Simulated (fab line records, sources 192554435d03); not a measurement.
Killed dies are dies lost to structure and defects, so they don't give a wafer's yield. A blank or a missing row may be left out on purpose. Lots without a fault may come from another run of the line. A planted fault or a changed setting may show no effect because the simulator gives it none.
fab line records | flow n5_finfet | part 2 of 2: steps 20 to 33 of 33
record lots=5 wafers=15 last_day=18
route steps=1938 shown HKMG_FIN@394
lots that met no fault: from a run of the same line without faults
start_h: hours from the record's first day to the start of the lot's first wafer shown | wait_h: hours since the lot's step before | " the same as in the row above | L1.1+2: a row that stands for several wafers | - no value, or no start given | * or withheld: withheld | < > ~ a bound
route shown NAME@n: a module of which the file shows steps, and the number in the route of the first | usual: mean/standard deviation of fault-free wafers | same: alike in all rows | chamber/n: place in a boat | sites: the reading at each site | _std_site: their standard deviation | _edge_site: outer sites' mean less inner sites' | radius_mm: how far each site lies from the wafer's centre | mask NAME#n: copy n | behind: the tool/chamber that last shaped the wafer | hold: why the lot was held/for how many hours/how that ended | device: the transistor (n, p or np) that didn't switch | end of line: the same wafers' tests at the end of the route | a step without rows: its recipe alone | killed: dies lost to structure and defects at the first sort, not the wafer's yield | map: a wafer's dies, x killed, . not, _ none there
set.NAME: the setting as run; set.NAME@STEP: as run at that earlier step | model.NAME: the simulator's own value behind a step, which no gauge read
lots at some steps of the route; a table a step, a row a wafer
services: from which hour (start_h, from the record's first day; less than 0 if before it) a tool's chamber was out of use, for how many hours, and why
## steps
# step N5_HKMG_FIN_CVD_62
# recipe material=a-Si target_thk_a=30 temp_c=500 precursor=Si2H6 pressure_torr=1 time_s=20.8
# usual heater_power_w=1473/110
# columns lot.wafer tool chamber start_h wait_h heater_power_w
L075.3 thermal_cvd_si-02 1 77.83 0.2 1545
L075.4 " 0 " " 1532
L075.5 " 1 " " 1501
L088.1 thermal_cvd_si-01 2 158.79 0.2 1600
L088.2 " 0 " " 1462
L088.5 " 1 " " 1255
L092.1 thermal_cvd_si-01 2 182.37 0.2 1572
L092.3 " 1 " " 1247
L092.5 " 0 " " 1421
L095.2 thermal_cvd_si-02 2 201.93 0.2 1536
L095.4 " 0 " " 1535
L095.6 " 2 " " 1539
L096.4 thermal_cvd_si-01 2 207.23 0.2 1608
L096.5 " 1 " " 1246
L096.6 " 2 " " 1531
# step N5_HKMG_FIN_RTA_80
# recipe temp_c=withheld time_s=2 ambient=N2 idle_temp_c=600 ramp_up_c_per_s=150 ramp_down_c_per_s=60 cool_to_c=600
# columns lot.wafer tool chamber start_h wait_h
L075.3+4+5 rtp_anneal-01 0 78.00 0.1
L088.1+2+5 rtp_anneal-02 0 158.92 0.1
L092.1+3+5 rtp_anneal-02 0 182.51 0.1
L095.2+4+6 rtp_anneal-01 0 202.08 0.1
L096.4+5+6 rtp_anneal-02 0 207.49 0.2
# step N5_HKMG_FIN_PRECLEAN_64
# recipe chemistry=dHF time_s=30 temp_c=25 dilution=withheld
# columns lot.wafer tool chamber start_h wait_h
L075.3+4+5 wet_bench-05 5,4,1 78.11 0.1
L088.1+2+5 wet_bench-04 7,6,4 159.07 0.1
L092.1+3+5 wet_bench-05 3,7,4 182.65 0.1
L095.2+4+6 wet_bench-04 3,6,4 202.21 0.1
L096.4+5+6 wet_bench-05 7,0,4 207.57 0.1
# step N5_HKMG_FIN_WET_ETCH_65
# recipe chemistry=TMAH temp_c=70 conc_wt_pct=5 target=a-Si stop_on=TiN time_s=49 target_depth_nm=3
# columns lot.wafer tool chamber start_h wait_h
L075.3+4+5 wet_bench-05 5,4,1 78.12 0.0
L088.1+2+5 wet_bench-04 7,6,4 159.08 0.0
L092.1+3+5 wet_bench-05 3,7,4 182.67 0.0
L095.2+4+6 wet_bench-04 3,6,4 202.22 0.0
L096.4+5+6 wet_bench-05 7,0,4 207.59 0.0
# step N5_HKMG_FIN_WET_ETCH_81
# recipe chemistry=SC1 target=TiN stop_on=HfO2 mix=1:1:5 temp_c=60 time_s=57 target_depth_nm=6
# columns lot.wafer tool chamber start_h wait_h
L075.3+4+5 wet_bench-05 5,4,1 78.13 0.0
L088.1+2+5 wet_bench-04 7,6,4 159.09 0.0
L092.1+3+5 wet_bench-05 3,7,4 182.68 0.0
L095.2+4+6 wet_bench-04 3,6,4 202.23 0.0
L096.4+5+6 wet_bench-05 7,0,4 207.60 0.0
# step N5_HKMG_FIN_WET_ETCH_82
# recipe chemistry=dHCl mix=1:10000 temp_c=25 target=La2O3 stop_on=HfO2 target_depth_nm=2 dry=ipa_marangoni rinse_time_s=30 rinse_temp_c=23
# columns lot.wafer tool chamber start_h wait_h
L075.3+4+5 wet_bench-05 5,4,1 78.16 0.0
L088.1+2+5 wet_bench-04 7,6,4 159.13 0.0
L092.1+3+5 wet_bench-05 3,7,4 182.71 0.0
L095.2+4+6 wet_bench-04 3,6,4 202.26 0.0
L096.4+5+6 wet_bench-05 7,0,4 207.63 0.0
# step N5_HKMG_FIN_ALD_36
# recipe material=TiN target_thk_a=10 temp_c=400 ald_precursor_family=TiCl4 ald_co_reactant=NH3 pulse_time_s=1 purge_time_s=3 co_reactant_purge_time_s=2 co_reactant_pulse_time_s=2 ald_cycles=47 pressure_torr=3
# usual heater_power_w=881/67 precursor_pulse_height_rel=0.998/0.02
# columns lot.wafer tool chamber start_h wait_h heater_power_w precursor_pulse_height_rel
L075.3 ald_metal-03 2 78.23 0.0 889 0.988
L075.4 " 1 " " 858 0.986
L075.5 " 2 " " 918 0.990
L088.1 ald_metal-04 0 159.19 0.0 854 0.989
L088.2 " 3 " " 1028 1.015
L088.5 " 1 " " 836 0.985
L092.1 ald_metal-04 3 182.77 0.0 1034 0.996
L092.3 " 1 " " 849 0.991
L092.5 " 3 " " 1033 1.008
L095.2 ald_metal-03 1 202.32 0.0 852 1.019
L095.4 " 0 " " 836 1.019
L095.6 " 1 " " 849 1.005
L096.4 ald_metal-02 3 207.69 0.0 996 1.025
L096.5 " 2 " " 862 1.013
L096.6 " 3 " " 959 1.030
# step N5_HKMG_FIN_THK_MEAS_70
# recipe thk_meas_gauge=xrf reads=HfO2_of_HKMG_FIN_HK_ALD_01
# usual HK_THK=1.600/0.02
# columns lot.wafer tool chamber start_h wait_h HK_THK[nm]
L075.3 film_metro-01 - 78.51 0.2 1.611
L075.4 " - " " 1.606
L075.5 " - " " 1.615
L088.1 film_metro-02 - 159.47 0.2 1.587
L088.2 " - " " 1.604
L088.5 " - " " 1.561
L092.1 film_metro-02 - 183.05 0.2 1.615
L092.3 " - " " 1.605
L092.5 " - " " 1.612
L095.2 film_metro-02 - 202.61 0.2 1.568
L095.4 " - " " 1.609
L095.6 " - " " 1.597
L096.4 film_metro-01 - 207.97 0.2 1.606
L096.5 " - " " 1.598
L096.6 " - " " 1.616
# step N5_HKMG_FIN_PWFM_ALD_03
# recipe material=TiN target_thk_a=20 temp_c=400 ald_precursor_family=TiCl4 ald_co_reactant=NH3 pulse_time_s=1 purge_time_s=3 co_reactant_purge_time_s=2 co_reactant_pulse_time_s=2 ald_cycles=91 pressure_torr=3
# usual heater_power_w=885/69 precursor_pulse_height_rel=0.999/0.02
# columns lot.wafer tool chamber start_h wait_h heater_power_w precursor_pulse_height_rel
L075.3 ald_metal-02 2 78.54 0.0 837 0.981
L075.4 " 0 " " 904 1.020
L075.5 " 0 " " 906 1.026
L088.1 ald_metal-03 1 159.50 0.0 872 0.993
L088.2 " 2 " " 893 0.971
L088.5 " 1 " " 884 1.002
L092.1 ald_metal-02 1 183.09 0.0 782 1.043
L092.3 " 3 " " 1002 1.014
L092.5 " 3 " " 1002 1.034
L095.2 ald_metal-02 1 202.64 0.0 802 1.005
L095.4 " 0 " " 882 1.032
L095.6 " 1 " " 794 0.976
L096.4 ald_metal-04 3 208.01 0.0 1040 0.997
L096.5 " 0 " " 853 0.994
L096.6 " 3 " " 989 0.997
# step N5_HKMG_FIN_COAT_29
# recipe resist=SOC temp_c=250 time_s=60 spin_rpm=1500 resist_thk_nm=300
# columns lot.wafer tool chamber start_h wait_h
L075.3+4+5 litho_track-04 0 79.01 0.2
L088.1+2+5 litho_track-04 0 159.97 0.2
L092.1+3+5 litho_track-04 0 183.56 0.2
L095.2+4+6 litho_track-02 0 203.11 0.2
L096.4+5+6 litho_track-03 0 208.48 0.2
# step N5_HKMG_FIN_COAT_30
# recipe resist=SiARC temp_c=220 time_s=60 spin_rpm=1500 resist_thk_nm=35
# columns lot.wafer tool chamber start_h wait_h
L075.3+4+5 litho_track-04 0 - -
L088.1+2+5 litho_track-04 0 - -
L092.1+3+5 litho_track-04 0 - -
L095.2+4+6 litho_track-02 0 - -
L096.4+5+6 litho_track-03 0 - -
# step N5_HKMG_FIN_COAT_06
# recipe resist=CAR-ArF spin_rpm=1500 resist_thk_nm=90
# columns lot.wafer tool chamber start_h wait_h
L075.3+4+5 litho_track-04 0 - -
L088.1+2+5 litho_track-04 0 - -
L092.1+3+5 litho_track-04 0 - -
L095.2+4+6 litho_track-02 0 - -
L096.4+5+6 litho_track-03 0 - -
# step N5_HKMG_FIN_EBR_08
# recipe solvent=PGMEA ebr_width_mm=1.5
# columns lot.wafer tool chamber start_h wait_h
L075.3+4+5 litho_track-04 0 - -
L088.1+2+5 litho_track-04 0 - -
L092.1+3+5 litho_track-04 0 - -
L095.2+4+6 litho_track-02 0 - -
L096.4+5+6 litho_track-03 0 - -
# step N5_HKMG_FIN_SOFTBAKE_07
# recipe temp_c=110 time_s=60 resist=CAR-ArF
# columns lot.wafer tool chamber start_h wait_h
L075.3+4+5 litho_track-04 0 - -
L088.1+2+5 litho_track-04 0 - -
L092.1+3+5 litho_track-04 0 - -
L095.2+4+6 litho_track-02 0 - -
L096.4+5+6 litho_track-03 0 - -
## services
# columns tool chamber start_h hours kind
rie_diel-04 2 53.58 6.0 repair
rtp_anneal-01 - 80.18 3.8 pm
rie_diel-05 2 91.55 11.1 repair
arfi_scanner-01 - 91.57 1.5 pm
thermal_cvd_si-02 - 99.54 2.8 pm
arfi_scanner-01 - 99.94 1.1 repair
plasma_asher-01 - 105.82 1.8 repair
ald_metal-04 - 115.48 0.6 repair
wet_bench-04 - 117.12 0.8 repair
rie_diel-04 2 122.02 1.8 repair
arfi_scanner-01 - 147.81 1.0 pm
ald_metal-04 - 165.07 2.8 pm
rie_diel-05 0 166.50 3.8 repair
ald_metal-04 2 168.13 28.5 repair
arfi_scanner-01 - 168.20 1.3 pm
rie_diel-05 3 168.28 4.5 repair
ald_metal-03 - 169.56 1.2 pm
ald_metal-03 - 174.16 14.6 pm
arfi_scanner-01 - 176.62 0.8 pm
arfi_scanner-01 - 181.10 3.9 pm
wet_bench-05 - 192.57 0.7 repair
thermal_cvd_si-02 - 193.50 4.3 pm
thermal_cvd_si-01 0 200.48 7.3 repair
wet_bench-06 - 203.65 1.1 repair
